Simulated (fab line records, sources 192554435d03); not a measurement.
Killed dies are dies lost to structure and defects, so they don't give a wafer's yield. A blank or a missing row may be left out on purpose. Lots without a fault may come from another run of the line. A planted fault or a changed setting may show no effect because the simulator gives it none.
fab line records | flow n5_finfet | part 2 of 2: steps 21 to 30 of 30
record lots=5 wafers=15 last_day=18
route steps=1938 shown MOL_CONTACT_COAG@614 BEOL_M0_SAQP@632
lots that met no fault: from a run of the same line without faults
start_h: hours from the record's first day to the start of the lot's first wafer shown | wait_h: hours since the lot's step before | " the same as in the row above | L1.1+2: a row that stands for several wafers | - no value, or no start given | * or withheld: withheld | < > ~ a bound
route shown NAME@n: a module of which the file shows steps, and the number in the route of the first | usual: mean/standard deviation of fault-free wafers | same: alike in all rows | chamber/n: place in a boat | sites: the reading at each site | _std_site: their standard deviation | _edge_site: outer sites' mean less inner sites' | radius_mm: how far each site lies from the wafer's centre | mask NAME#n: copy n | behind: the tool/chamber that last shaped the wafer | hold: why the lot was held/for how many hours/how that ended | device: the transistor (n, p or np) that didn't switch | end of line: the same wafers' tests at the end of the route | a step without rows: its recipe alone | killed: dies lost to structure and defects at the first sort, not the wafer's yield | map: a wafer's dies, x killed, . not, _ none there
set.NAME: the setting as run; set.NAME@STEP: as run at that earlier step | model.NAME: the simulator's own value behind a step, which no gauge read
lots at some steps of the route; a table a step, a row a wafer
services: from which hour (start_h, from the record's first day; less than 0 if before it) a tool's chamber was out of use, for how many hours, and why
## steps
# step N5_BEOL_M0_SAQP_PECVD_03
# recipe material=SiCN target_thk_a=120 temp_c=withheld precursor=3MS/NH3 pressure_torr=3 rf_w=202 time_s=21.1
# usual showerhead_plenum_p_Torr=3.664/0.011 throttle_valve_pct=9.1/0.59
# columns lot.wafer tool chamber start_h wait_h showerhead_plenum_p_Torr throttle_valve_pct
L077.2 pecvd-02 1 127.13 0.1 3.657 9.8
L077.3 " 1 " " 3.642 9.6
L077.6 " 1 " " 3.657 9.7
L081.2 pecvd-01 0 147.71 0.1 3.652 8.6
L081.4 " 0 " " 3.653 8.8
L081.5 " 1 " " 3.672 9.6
L082.2 pecvd-02 0 162.39 0.1 3.647 9.5
L082.3 " 2 " " 3.666 8.6
L082.6 " 2 " " 3.668 8.7
L088.1 pecvd-01 1 192.27 0.1 3.679 9.7
L088.2 " 0 " " 3.646 8.4
L088.6 " 2 " " 3.676 7.9
L096.1 pecvd-01 1 239.60 0.1 3.674 9.8
L096.5 " 1 " " 3.674 9.7
L096.6 " 2 " " 3.679 8.3
# step N5_BEOL_M0_SAQP_PECVD_96
# recipe material=a-Si target_thk_a=450 temp_c=350 precursor=SiH4/He pressure_torr=3 rf_w=100 time_s=45.2
# usual heater_power_w=618/81 showerhead_plenum_p_Torr=5.66/0.039 throttle_valve_pct=18.2/1.2
# columns lot.wafer tool chamber start_h wait_h heater_power_w showerhead_plenum_p_Torr throttle_valve_pct
L077.2 pecvd-02 1 127.18 0.0 576 5.60 19.0
L077.3 " 1 " " 581 5.62 19.2
L077.6 " 1 " " 584 5.62 19.2
L081.2 pecvd-01 0 147.76 0.0 591 5.60 17.0
L081.4 " 0 " " 577 5.61 17.0
L081.5 " 1 " " 531 5.70 19.3
L082.2 pecvd-02 0 162.42 0.0 679 5.64 19.1
L082.3 " 2 " " 594 5.67 17.0
L082.6 " 2 " " 589 5.67 17.2
L088.1 pecvd-01 1 192.30 0.0 490 5.72 19.3
L088.2 " 0 " " 602 5.62 17.2
L088.6 " 2 " " 548 5.70 16.1
L096.1 pecvd-01 1 239.64 0.0 524 5.70 19.5
L096.5 " 1 " " 538 5.71 19.5
L096.6 " 2 " " 634 5.71 15.9
# step N5_BEOL_M0_SAQP_PECVD_97
# recipe material=SiNx target_thk_a=230 temp_c=350 precursor=SiH4/NH3/N2 pressure_torr=1.5 rf_w=300 time_s=19.9
# usual heater_power_w=545/80 showerhead_plenum_p_Torr=5.14/0.052 throttle_valve_pct=40.0/2.6
# columns lot.wafer tool chamber start_h wait_h heater_power_w showerhead_plenum_p_Torr throttle_valve_pct
L077.2 pecvd-02 1 127.25 0.0 541 5.08 42.3
L077.3 " 1 " " 547 5.06 42.2
L077.6 " 1 " " 555 5.08 42.4
L081.2 pecvd-01 0 147.83 0.0 542 5.07 37.5
L081.4 " 0 " " 551 5.06 37.4
L081.5 " 1 " " 505 5.21 42.2
L082.2 pecvd-02 0 162.46 0.0 551 5.13 42.2
L082.3 " 2 " " 545 5.15 37.4
L082.6 " 2 " " 537 5.14 37.5
L088.1 pecvd-01 1 192.35 0.0 478 5.19 42.8
L088.2 " 0 " " 539 5.06 37.5
L088.6 " 2 " " 535 5.20 35.2
L096.1 pecvd-01 1 239.71 0.0 445 5.19 42.5
L096.5 " 1 " " 444 5.21 42.6
L096.6 " 2 " " 584 5.20 35.2
# step N5_BEOL_M0_SAQP_PECVD_04
# recipe material=a-Si target_thk_a=600 temp_c=350 precursor=SiH4/He pressure_torr=3 rf_w=100 time_s=60.2
# usual heater_power_w=619/82 showerhead_plenum_p_Torr=5.66/0.04 throttle_valve_pct=18.2/1.2
# columns lot.wafer tool chamber start_h wait_h heater_power_w showerhead_plenum_p_Torr throttle_valve_pct
L077.2 pecvd-02 1 127.31 0.0 634 5.63 19.4
L077.3 " 1 " " 644 5.62 18.9
L077.6 " 1 " " 628 5.61 19.4
L081.2 pecvd-01 0 147.89 0.0 630 5.62 16.8
L081.4 " 0 " " 642 5.61 17.3
L081.5 " 1 " " 571 5.69 19.4
L082.2 pecvd-02 0 162.50 0.0 665 5.66 19.3
L082.3 " 2 " " 569 5.66 17.4
L082.6 " 2 " " 570 5.67 17.3
L088.1 pecvd-01 1 192.38 0.0 516 5.72 19.3
L088.2 " 0 " " 625 5.61 17.2
L088.6 " 2 " " 627 5.71 16.1
L096.1 pecvd-01 1 239.77 0.0 532 5.71 19.6
L096.5 " 1 " " 557 5.71 19.1
L096.6 " 2 " " 643 5.71 16.3
# step N5_BEOL_M0_SAQP_THK_MEAS_05
# usual thk_nm=59.9/1
# columns lot.wafer tool chamber start_h wait_h thk_nm
L077.2 film_metro-02 - 127.43 0.1 60.5
L077.3 " - " " 61.8
L077.6 " - " " 61.3
L081.2 film_metro-02 - 148.01 0.1 59.0
L081.4 " - " " 59.0
L081.5 " - " " 60.3
L082.2 film_metro-01 - 162.60 0.1 59.9
L082.3 " - " " 58.9
L082.6 " - " " 60.1
L088.1 film_metro-01 - 192.48 0.1 59.0
L088.2 " - " " 59.1
L088.6 " - " " 59.4
L096.1 film_metro-02 - 239.90 0.1 59.4
L096.5 " - " " 61.3
L096.6 " - " " 60.4
# step N5_BEOL_M0_SAQP_HM_DEP_111
# recipe material=SiO2 target_thk_a=120 temp_c=400 precursor=SiH4/N2O pressure_torr=0.75 rf_w=275 time_s=7.2
# usual heater_power_w=784/120 showerhead_plenum_p_Torr=8.16/0.12
# columns lot.wafer tool chamber start_h wait_h heater_power_w showerhead_plenum_p_Torr
L077.2 pecvd-01 2 127.47 0.0 689 8.24
L077.3 " 0 " " 814 8.00
L077.6 " 1 " " 717 8.27
L081.2 pecvd-03 1 148.05 0.0 764 8.35
L081.4 " 1 " " 764 8.36
L081.5 " 2 " " 659 8.07
L082.2 pecvd-01 1 162.63 0.0 662 8.24
L082.3 " 2 " " 799 8.27
L082.6 " 2 " " 784 8.24
L088.1 pecvd-03 2 192.52 0.0 759 8.09
L088.2 " 1 " " 880 8.35
L088.6 " 1 " " 870 8.37
L096.1 pecvd-03 0 239.93 0.0 1068 8.08
L096.5 " 0 " " 1095 8.10
L096.6 " 1 " " 770 8.37
# step N5_BEOL_M0_SAQP_COAT_81
# recipe resist=SOC temp_c=250 time_s=60 spin_rpm=1500 resist_thk_nm=100
# usual heater_power_total_W=500.4/1.8 spin_speed_rpm=1500.1/0.92
# columns lot.wafer tool chamber start_h wait_h heater_power_total_W spin_speed_rpm
L077.2 litho_track-03 0 127.55 0.1 502.1 1498.7
L077.3 " 0 " " 502.1 1500.4
L077.6 " 0 " " 500.6 1501.7
L081.2 litho_track-04 0 148.13 0.1 501.1 1500.1
L081.4 " 0 " " 498.4 1501.0
L081.5 " 0 " " 500.7 1500.6
L082.2 litho_track-03 0 162.71 0.1 500.3 1499.6
L082.3 " 0 " " 502.6 1500.1
L082.6 " 0 " " 499.5 1498.4
L088.1 litho_track-04 0 192.59 0.1 500.5 1500.7
L088.2 " 0 " " 497.4 1500.9
L088.6 " 0 " " 502.4 1501.1
L096.1 litho_track-04 0 240.03 0.1 502.7 1501.4
L096.5 " 0 " " 498.9 1501.0
L096.6 " 0 " " 500.8 1499.6
# step N5_BEOL_M0_SAQP_COAT_82
# recipe resist=SiARC temp_c=220 time_s=60 spin_rpm=1500 resist_thk_nm=30
# usual heater_power_total_W=427.4/2.1 spin_speed_rpm=1500.0/0.84
# columns lot.wafer tool chamber start_h wait_h heater_power_total_W spin_speed_rpm
L077.2 litho_track-03 0 - - 429.1 1501.2
L077.3 " 0 " " 425.0 1499.7
L077.6 " 0 " " 426.4 1500.0
L081.2 litho_track-04 0 - - 427.0 1500.0
L081.4 " 0 " " 429.3 1499.7
L081.5 " 0 " " 428.2 1499.4
L082.2 litho_track-03 0 - - 427.4 1500.1
L082.3 " 0 " " 428.1 1498.8
L082.6 " 0 " " 429.3 1498.9
L088.1 litho_track-04 0 - - 430.0 1499.2
L088.2 " 0 " " 424.2 1498.9
L088.6 " 0 " " 427.2 1499.7
L096.1 litho_track-04 0 - - 426.6 1500.4
L096.5 " 0 " " 430.1 1500.5
L096.6 " 0 " " 424.6 1499.1
# step N5_BEOL_M0_SAQP_COAT_08
# recipe resist=CAR-ArF spin_rpm=1500 resist_thk_nm=90
# usual spin_speed_rpm=1500.0/0.8
# columns lot.wafer tool chamber start_h wait_h spin_speed_rpm
L077.2 litho_track-03 0 - - 1499.9
L077.3 " 0 " " 1500.3
L077.6 " 0 " " 1499.3
L081.2 litho_track-04 0 - - 1499.9
L081.4 " 0 " " 1498.9
L081.5 " 0 " " 1500.3
L082.2 litho_track-03 0 - - 1501.1
L082.3 " 0 " " 1499.2
L082.6 " 0 " " 1500.1
L088.1 litho_track-04 0 - - 1498.9
L088.2 " 0 " " 1498.5
L088.6 " 0 " " 1500.4
L096.1 litho_track-04 0 - - 1500.1
L096.5 " 0 " " 1501.0
L096.6 " 0 " " 1499.9
# step N5_BEOL_M0_SAQP_EBR_10
# recipe solvent=PGMEA ebr_width_mm=1.5
# same ebr_width_mm=1.5
# columns lot.wafer tool chamber start_h wait_h
L077.2+3+6 litho_track-03 0 - -
L081.2+4+5 litho_track-04 0 - -
L082.2+3+6 litho_track-03 0 - -
L088.1+2+6 litho_track-04 0 - -
L096.1+5+6 litho_track-04 0 - -
## services
# columns tool chamber start_h hours kind
cmp-02 - 100.91 0.9 repair
rie_diel-03 3 102.94 20.2 repair
rie_diel-03 2 110.03 1.3 repair
rie_diel-03 - 114.49 14.6 pm
pecvd-03 1 117.28 10.5 repair
pecvd-02 2 118.84 6.7 repair
cmp-02 - 120.40 0.7 repair
rie_diel-01 3 120.80 2.2 repair
cmp-03 - 122.60 6.2 pm
rie_diel-01 1 123.00 5.2 repair
cvd_w-01 - 126.98 2.8 pm
cmp-02 - 133.65 3.4 pm
cvd_w-01 0 147.41 4.9 repair
cmp-03 - 149.96 3.7 repair
cvd_w-01 - 153.20 1.2 repair
rie_diel-03 0 167.94 1.8 repair
pecvd-01 0 168.30 5.9 repair
pecvd-02 0 182.67 2.3 repair
pecvd-02 - 184.08 0.6 repair
plasma_asher-02 - 204.30 0.7 repair
cvd_w-01 0 207.56 5.0 repair
pecvd-03 - 209.60 1.2 repair
rie_diel-01 3 233.35 4.4 repair
pecvd-03 2 237.88 5.4 repair
